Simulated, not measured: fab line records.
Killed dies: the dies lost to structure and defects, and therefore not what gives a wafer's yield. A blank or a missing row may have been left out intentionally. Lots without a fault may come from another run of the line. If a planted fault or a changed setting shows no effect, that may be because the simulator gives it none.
fab line records | flow nandHarc | part 2 of 2: steps 5 to 6 of 6
[record] lots = 24 | wafers = 72 | lastDay = 25
route steps=1159 shown A_WL_FILL@822 A_CONTACT@854
lots that met no fault: taken from a fault-free run of the same line
startH: hours from the record's opening day to when the first of the lot's shown wafers began | waitH: hours elapsed since this lot's preceding step | " the same as in the row above | L1.1+2: a row that stands for several wafers | - no value present, or no start provided | * or withheld: withheld | < > ~ a bound
route shown NAME@n: NAME is a module with steps in the file, n the number in the route of the first one | usual: mean and standard deviation over wafers with no fault | same: alike in all rows | chamber/n: place in a boat | sites: each site's reading | _std_site: how widely they spread, as a standard deviation | _edge_site: the outer-site mean with the inner-site mean subtracted | radiusMm: how far each site lies from the wafer's centre | mask NAME#n: copy n | behind: the tool/chamber that last shaped the wafer | hold: the reason the lot was held/the length of the hold in hours/how it ended | device: the transistor (n, p or np) that didn't switch | end of line: the route-end tests of the same wafers | step lacking rows: just its recipe | killed: not the wafer's yield, but the dies lost to structure and defects at the first sort | map: a wafer's dies, marking killed ones x, the rest . and places with no die _
set.NAME: setting as actually run; set.NAME@STEP: the setting as run at that earlier step | model.NAME: the simulator's own value behind a step, which no gauge read
a sample of lots followed through the steps of the route, with each step as a table and each wafer as a row
services: when a tool's chamber went out of use (startH, in hours from the record's first day, below 0 if earlier), for how many hours, and the reason
[[steps]]
[step NHARC_A_CONTACT_ETCH_112]
[recipe] sourceW = withheld | pressureMtorr = 20 | biasV = 3000 | timeS = 94 | targetDepthA = 9220 | arFlowSccm = withheld | c4f8FlowSccm = withheld | o2FlowSccm = withheld | chemistry = C4F8/O2/Ar
[same] timeS = 94
lot.wafer | tool          | chamber | startH | waitH | rfHoursCounterH
L074.2    | harCapEtch-02 | 1       | 364.40 | 0.2   | 9
L074.3    | "             | 0       | "      | "     | -
L074.5    | "             | 0       | "      | "     | -
L075.2    | harCapEtch-02 | 0       | 377.64 | 0.1   | 11
L075.3    | "             | 1       | "      | "     | -
L075.4    | "             | 0       | "      | "     | -
L077.1    | harCapEtch-01 | 0       | 381.41 | 0.2   | 57
L077.4    | "             | 0       | "      | "     | -
L077.6    | "             | 1       | "      | "     | -
L076.4    | harCapEtch-02 | 0       | 381.73 | 0.1   | -
L076.5    | "             | 1       | "      | "     | -
L076.6    | "             | 0       | "      | "     | -
L078.2    | harCapEtch-01 | 0       | 391.71 | 0.2   | 60
L078.3    | "             | 0       | "      | "     | -
L078.6    | "             | 0       | "      | "     | -
L079.1    | harCapEtch-01 | 0       | 397.87 | 0.2   | 61
L079.3    | "             | 1       | "      | "     | -
L079.6    | "             | 1       | "      | "     | -
L081.2    | harCapEtch-03 | 0       | 408.08 | 0.2   | 84
L081.4    | "             | 0       | "      | "     | -
L081.5    | "             | 0       | "      | "     | -
L082.3    | harCapEtch-02 | 1       | 410.77 | 0.1   | -
L082.6    | "             | 1       | "      | "     | -
L082.5    | "             | 0       | "      | "     | -
L085.2    | harCapEtch-01 | 0       | 422.39 | 0.1   | 64
L085.4    | "             | 1       | "      | "     | -
L085.3    | "             | 0       | "      | "     | -
L083.1    | harCapEtch-03 | 0       | 422.42 | 0.2   | 87
L083.6    | "             | 1       | "      | "     | -
L083.5    | "             | 0       | "      | "     | -
L080.2    | harCapEtch-03 | 1       | 427.23 | 0.1   | 88
L080.3    | "             | 0       | "      | "     | -
L080.4    | "             | 1       | "      | "     | -
L084.4    | harCapEtch-03 | 0       | 431.92 | 0.1   | -
L084.6    | "             | 0       | "      | "     | -
L084.5    | "             | 1       | "      | "     | -
L086.2    | harCapEtch-01 | 1       | 437.39 | 0.2   | 68
L086.1    | "             | 0       | "      | "     | 68
L086.4    | "             | 1       | "      | "     | -
L087.1    | harCapEtch-02 | 1       | 438.70 | 0.2   | 24
L087.4    | "             | 0       | "      | "     | -
L087.5    | "             | 0       | "      | "     | -
L088.2    | harCapEtch-03 | 0       | 450.05 | 0.2   | 93
L088.3    | "             | 0       | "      | "     | -
L088.4    | "             | 1       | "      | "     | -
L089.4    | harCapEtch-02 | 1       | 450.49 | 0.2   | -
L089.3    | "             | 0       | "      | "     | -
L089.5    | "             | 0       | "      | "     | -
L090.1    | harCapEtch-01 | 0       | 467.67 | 0.2   | 73
L090.5    | "             | 0       | "      | "     | -
L090.6    | "             | 1       | "      | "     | -
L091.1    | harCapEtch-03 | 1       | 468.88 | 0.2   | 96
L091.3    | "             | 1       | "      | "     | -
L091.4    | "             | 0       | "      | "     | -
L093.1    | harCapEtch-03 | 0       | 477.04 | 0.1   | 97
L093.4    | "             | 1       | "      | "     | -
L093.6    | "             | 0       | "      | "     | -
L092.1    | harCapEtch-02 | 1       | 477.44 | 0.2   | 31
L092.2    | "             | 0       | "      | "     | 31
L092.5    | "             | 0       | "      | "     | -
L094.2    | harCapEtch-03 | 1       | 484.82 | 0.2   | 98
L094.3    | "             | 1       | "      | "     | -
L094.4    | "             | 0       | "      | "     | -
L095.2    | harCapEtch-03 | 0       | 490.06 | 0.2   | 100
L095.1    | "             | 1       | "      | "     | 100
L095.4    | "             | 0       | "      | "     | -
L097.3    | harCapEtch-03 | 0       | 504.60 | 0.1   | -
L097.6    | "             | 0       | "      | "     | -
L097.5    | "             | 1       | "      | "     | -
L096.1    | harCapEtch-03 | 0       | 519.69 | 0.2   | 104
L096.4    | "             | 0       | "      | "     | -
L096.3    | "             | 1       | "      | "     | -
[step NHARC_A_CONTACT_ETCH_96]
[recipe] targetDepthA = 200 | overEtchFrac = 0.5 | timeS = 10 | ionEnergyEv = 250 | c4f6FlowSccm = 25 | o2FlowSccm = 20 | arFlowSccm = 500 | rfW = 600 | biasW = 500 | chemistry = C4F6/O2
[usual] drypumpMotorCurrentA = 5.7/0.52 | mfcArSccm = 500.1/1.4 | oesProductAu = 0.974/0.027 | rfVppV = 546/3.2 | showerheadPlenumPTorr = 3.91/0.15 | throttleValvePct = 26.904/0.0096
[same] timeS = 10
lot.wafer | tool       | chamber | startH | waitH | drypumpMotorCurrentA | mfcArSccm | oesProductAu | rfHoursCounterH | rfVppV | showerheadPlenumPTorr | throttleValvePct
L074.3    | rieDiel-05 | 3       | -      | -     | 5.0                  | 499.7     | 0.999        | 5               | 549    | 4.05                  | 26.910
L074.2    | "          | 1       | "      | "     | 6.1                  | 498.9     | 1.016        | 6               | 546    | 3.93                  | 26.901
L074.5    | "          | 0       | "      | "     | 5.3                  | 498.3     | 1.002        | -               | 550    | 4.14                  | 26.912
L075.3    | rieDiel-08 | 1       | -      | -     | 6.5                  | 499.5     | 0.957        | 17              | 544    | 3.80                  | 26.920
L075.2    | "          | 3       | "      | "     | 5.2                  | 501.1     | 1.002        | 14              | 544    | 3.73                  | 26.901
L075.4    | "          | 0       | "      | "     | 5.6                  | 499.0     | 0.988        | 16              | 547    | 3.94                  | 26.898
L077.4    | rieDiel-05 | 0       | -      | -     | 5.3                  | 497.8     | 1.002        | 14              | 552    | 4.14                  | 26.890
L077.1    | "          | 1       | "      | "     | 6.1                  | 499.3     | 1.007        | 14              | 545    | 3.92                  | 26.904
L077.6    | "          | 3       | "      | "     | 5.0                  | 498.4     | 1.006        | -               | 549    | 4.04                  | 26.907
L076.4    | rieDiel-08 | 1       | -      | -     | 6.6                  | 503.8     | 1.002        | 17              | 545    | 3.80                  | 26.917
L076.6    | "          | 2       | "      | "     | 6.1                  | 502.4     | 1.016        | -               | 547    | 3.89                  | 26.902
L076.5    | "          | 3       | "      | "     | 5.2                  | 500.8     | 0.998        | -               | 542    | 3.73                  | 26.905
L078.2    | rieDiel-07 | 1       | -      | -     | 6.1                  | 500.2     | 0.959        | 54              | 543    | 3.68                  | 26.889
L078.3    | "          | 0       | "      | "     | 5.3                  | 502.5     | 0.958        | 58              | 544    | 3.83                  | 26.898
L078.6    | "          | 2       | "      | "     | 4.9                  | 500.5     | 0.958        | -               | 547    | 3.89                  | 26.894
L079.3    | rieDiel-08 | 3       | -      | -     | 5.2                  | 501.1     | 1.004        | 18              | 542    | 3.73                  | 26.901
L079.1    | "          | 1       | "      | "     | 6.6                  | 499.9     | 0.996        | 20              | 544    | 3.80                  | 26.909
L079.6    | "          | 3       | "      | "     | 5.2                  | 501.4     | 0.997        | -               | 542    | 3.73                  | 26.904
L081.2    | rieDiel-08 | 3       | -      | -     | 5.3                  | 500.8     | 0.961        | 21              | 542    | 3.73                  | 26.888
L081.4    | "          | 0       | "      | "     | 5.6                  | 499.2     | 0.974        | 23              | 547    | 3.94                  | 26.892
L081.5    | "          | 2       | "      | "     | 6.1                  | 501.8     | 0.976        | -               | 546    | 3.89                  | 26.904
L082.3    | rieDiel-08 | 1       | -      | -     | 6.6                  | 498.4     | 0.938        | 24              | 546    | 3.80                  | 26.894
L082.5    | "          | 2       | "      | "     | 6.1                  | 501.0     | 0.957        | -               | 547    | 3.89                  | 26.895
L082.6    | "          | 3       | "      | "     | 5.2                  | 501.6     | 0.936        | -               | 544    | 3.73                  | 26.898
L085.4    | rieDiel-05 | 2       | -      | -     | 6.4                  | 498.4     | 0.941        | 26              | 551    | 4.17                  | 26.915
L085.2    | "          | 3       | "      | "     | 5.0                  | 498.2     | 0.939        | 28              | 548    | 4.03                  | 26.908
L085.3    | "          | 0       | "      | "     | 5.3                  | 504.5     | 0.934        | 27              | 551    | 4.13                  | 26.906
L083.1    | rieDiel-08 | 1       | -      | -     | 6.5                  | 499.3     | 0.944        | 26              | 544    | 3.80                  | 26.916
L083.5    | "          | 0       | "      | "     | 5.6                  | 502.4     | 0.971        | -               | 547    | 3.93                  | 26.906
L083.6    | "          | 1       | "      | "     | 6.5                  | 499.4     | 0.942        | -               | 545    | 3.80                  | 26.892
L080.3    | rieDiel-05 | 1       | -      | -     | 6.1                  | 501.0     | 0.951        | 28              | 546    | 3.92                  | 26.892
L080.2    | "          | 2       | "      | "     | 6.4                  | 497.5     | 0.939        | 27              | 551    | 4.17                  | 26.889
L080.4    | "          | 0       | "      | "     | 5.3                  | 502.4     | 0.941        | 28              | 550    | 4.13                  | 26.910
L084.4    | rieDiel-05 | 0       | -      | -     | 5.3                  | 498.9     | 0.925        | 29              | 551    | 4.13                  | 26.902
L084.5    | "          | 2       | "      | "     | 6.3                  | 499.9     | 0.951        | -               | 552    | 4.17                  | 26.896
L084.6    | "          | 3       | "      | "     | 5.0                  | 500.5     | 0.952        | -               | 549    | 4.03                  | 26.899
L086.4    | rieDiel-08 | 2       | -      | -     | 6.1                  | 501.0     | 0.997        | 27              | 547    | 3.88                  | 26.906
L086.1    | "          | 3       | "      | "     | 5.2                  | 500.5     | 0.983        | 27              | 542    | 3.72                  | 26.917
L086.2    | "          | 0       | "      | "     | 5.6                  | 499.9     | 1.012        | 29              | 546    | 3.93                  | 26.892
L087.1    | rieDiel-05 | 3       | -      | -     | 5.0                  | 499.0     | 1.007        | 32              | 548    | 4.03                  | 26.909
L087.4    | "          | 0       | "      | "     | 5.3                  | 498.0     | 0.993        | 31              | 552    | 4.13                  | 26.919
L087.5    | "          | 2       | "      | "     | 6.3                  | 499.6     | 0.990        | -               | 552    | 4.17                  | 26.911
L088.2    | rieDiel-08 | 3       | -      | -     | 5.2                  | 498.8     | 0.995        | 28              | 543    | 3.72                  | 26.924
L088.4    | "          | 0       | "      | "     | 5.6                  | 499.5     | 1.018        | 31              | 546    | 3.93                  | 26.912
L088.3    | "          | 1       | "      | "     | 6.6                  | 500.9     | 0.995        | 31              | 545    | 3.79                  | 26.894
L089.3    | rieDiel-07 | 2       | -      | -     | 4.9                  | 502.1     | 0.992        | 16              | 545    | 3.88                  | 26.901
L089.4    | "          | 0       | "      | "     | 5.3                  | 500.5     | 0.993        | 15              | 545    | 3.82                  | 26.905
L089.5    | "          | 3       | "      | "     | 5.7                  | 500.9     | 0.989        | -               | 552    | 4.18                  | 26.888
L090.1    | rieDiel-08 | 2       | 469.44 | 0.1   | 6.1                  | 500.9     | 1.008        | 32              | 548    | 3.88                  | 26.913
L090.6    | "          | 3       | "      | "     | 5.2                  | 500.6     | 0.999        | -               | 543    | 3.72                  | 26.898
L090.5    | "          | 0       | "      | "     | 5.6                  | 497.5     | 1.014        | -               | 546    | 3.93                  | 26.904
L091.3    | rieDiel-07 | 0       | -      | -     | 5.3                  | 497.3     | 0.995        | 19              | 545    | 3.82                  | 26.890
L091.4    | "          | 1       | "      | "     | 6.1                  | 501.9     | 1.003        | 19              | 540    | 3.67                  | 26.901
L091.1    | "          | 3       | "      | "     | 5.7                  | 501.4     | 0.995        | 21              | 551    | 4.17                  | 26.892
L093.4    | rieDiel-08 | 3       | -      | -     | 5.2                  | 499.1     | 0.960        | 33              | 543    | 3.72                  | 26.915
L093.1    | "          | 0       | "      | "     | 5.6                  | 500.8     | 0.973        | 35              | 548    | 3.93                  | 26.879
L093.6    | "          | 0       | "      | "     | 5.6                  | 499.9     | 0.964        | -               | 547    | 3.93                  | 26.888
L092.1    | rieDiel-07 | 3       | -      | -     | 5.7                  | 499.1     | 0.964        | 25              | 552    | 4.17                  | 26.901
L092.2    | "          | 0       | "      | "     | 5.3                  | 500.4     | 0.962        | 23              | 545    | 3.81                  | 26.891
L092.5    | "          | 2       | "      | "     | 4.9                  | 500.1     | 0.980        | -               | 546    | 3.88                  | 26.895
L094.4    | rieDiel-05 | 1       | -      | -     | 6.1                  | 503.1     | 0.974        | 53              | 546    | 3.90                  | 26.889
L094.3    | "          | 2       | "      | "     | 6.3                  | 500.9     | 0.970        | 52              | 552    | 4.15                  | 26.890
L094.2    | "          | 0       | "      | "     | 5.3                  | 500.3     | 0.979        | 55              | 551    | 4.11                  | 26.891
L095.4    | rieDiel-08 | 0       | -      | -     | 5.6                  | 498.9     | 0.929        | 1               | 547    | 3.93                  | 26.918
L095.2    | "          | 1       | "      | "     | 6.5                  | 501.6     | 0.934        | 1               | 543    | 3.79                  | 26.907
L095.1    | "          | 2       | "      | "     | 6.1                  | 499.6     | 0.942        | 1               | 545    | 3.88                  | 26.892
L097.3    | rieDiel-08 | 1       | -      | -     | 6.6                  | 500.6     | 0.930        | 4               | 544    | 3.79                  | 26.911
L097.5    | "          | 2       | "      | "     | 6.1                  | 500.7     | 0.926        | -               | 545    | 3.88                  | 26.906
L097.6    | "          | 3       | "      | "     | 5.2                  | 501.2     | 0.943        | -               | 543    | 3.72                  | 26.899
L096.4    | rieDiel-08 | 2       | -      | -     | 6.1                  | 499.1     | 0.941        | 6               | 545    | 3.88                  | 26.891
L096.3    | "          | 3       | "      | "     | 5.3                  | 502.8     | 0.963        | 7               | 542    | 3.72                  | 26.903
L096.1    | "          | 0       | "      | "     | 5.5                  | 500.0     | 0.939        | 6               | 547    | 3.92                  | 26.906
[[services]]
tool          | chamber | startH | hours | kind
rieDiel-02    | -       | 327.70 | 9.0   | pm
harCapEtch-03 | -       | 329.46 | 0.4   | repair
rieDiel-05    | -       | 340.63 | 9.0   | pm
rieDiel-08    | 2       | 342.70 | 2.0   | repair
rieDiel-10    | -       | 353.50 | 9.0   | pm
rieDiel-09    | 0       | 356.22 | 9.2   | repair
rieDiel-10    | 1       | 363.95 | 17.5  | repair
aldHk-04      | -       | 364.34 | 10.0  | pm
harCapEtch-02 | -       | 368.56 | 0.1   | repair
rieDiel-08    | 3       | 375.86 | 2.3   | repair
aldHk-04      | -       | 390.77 | 0.3   | repair
rieDiel-05    | 0       | 394.89 | 4.7   | repair
rieDiel-07    | 3       | 395.32 | 2.2   | repair
rieDiel-02    | 2       | 399.75 | 10.0  | repair
rieDiel-07    | -       | 405.70 | 9.0   | pm
aldHk-01      | -       | 406.34 | 10.0  | pm
rieDiel-09    | 1       | 413.69 | 5.7   | repair
rieDiel-09    | -       | 431.10 | 9.0   | pm
rieDiel-10    | 1       | 435.13 | 6.0   | repair
rieDiel-09    | 3       | 455.31 | 9.3   | repair
rieDiel-07    | -       | 477.77 | 0.5   | repair
rieDiel-02    | -       | 504.70 | 9.0   | pm
rieDiel-08    | 0       | 511.88 | 5.2   | repair
rieDiel-05    | -       | 517.63 | 9.0   | pm
